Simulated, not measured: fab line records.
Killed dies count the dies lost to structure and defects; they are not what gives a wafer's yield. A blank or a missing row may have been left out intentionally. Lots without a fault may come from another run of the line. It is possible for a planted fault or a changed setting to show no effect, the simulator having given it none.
Chamber matching / flow nand_harc / NHARC_P_BONDPAD_STRIP_15 on rie_diel-07 has 4 sister chambers
The step strips in O2. 4 wafers are shown with their chamber, then 7 later ones without.

WAFERS PAIRED WITH THEIR CHAMBERS
wafer=L086.4; chamber=3; drypump_motor_current_A (A)=5.7
wafer=L087.6; chamber=2; drypump_motor_current_A (A)=6.1
wafer=L090.1; chamber=0; drypump_motor_current_A (A)=5.8
wafer=L090.4; chamber=1; drypump_motor_current_A (A)=5.0

WAFERS WITH NO CHAMBER GIVEN
wafer=L090.6; drypump_motor_current_A (A)=5.7
wafer=L094.2; drypump_motor_current_A (A)=5.0
wafer=L094.5; drypump_motor_current_A (A)=5.8
wafer=L094.6; drypump_motor_current_A (A)=5.0
wafer=L096.1; drypump_motor_current_A (A)=6.1
wafer=L096.3; drypump_motor_current_A (A)=5.9
wafer=L096.6; drypump_motor_current_A (A)=6.1

WHICH CHAMBER EACH WENT THROUGH
wafer=L090.6; from the rows above=3; in truth=3
wafer=L094.2; from the rows above=1; in truth=1
wafer=L094.5; from the rows above=0; in truth=0
wafer=L094.6; from the rows above=1; in truth=1
wafer=L096.1; from the rows above=2; in truth=2
wafer=L096.3; from the rows above=0; in truth=0
wafer=L096.6; from the rows above=2; in truth=2
Correctly placed: 7 of 7. Can't be placed from these rows: 0. Placed wrongly: 0.
How it was worked out, from the rows above alone: a wafer's distance from a chamber is the root of the sum, over the readings, of the square of ((its reading less the chamber's mean) divided by the reading's scatter). The wafer belongs to the nearest chamber; if the next one is less than 2 further off, it can't be placed. The mean given for a chamber averages the wafers shown for that chamber. The scatter (one wafer shown for each chamber): square how far every hidden wafer sits from the nearest shown wafer, average those squares and take the square root.
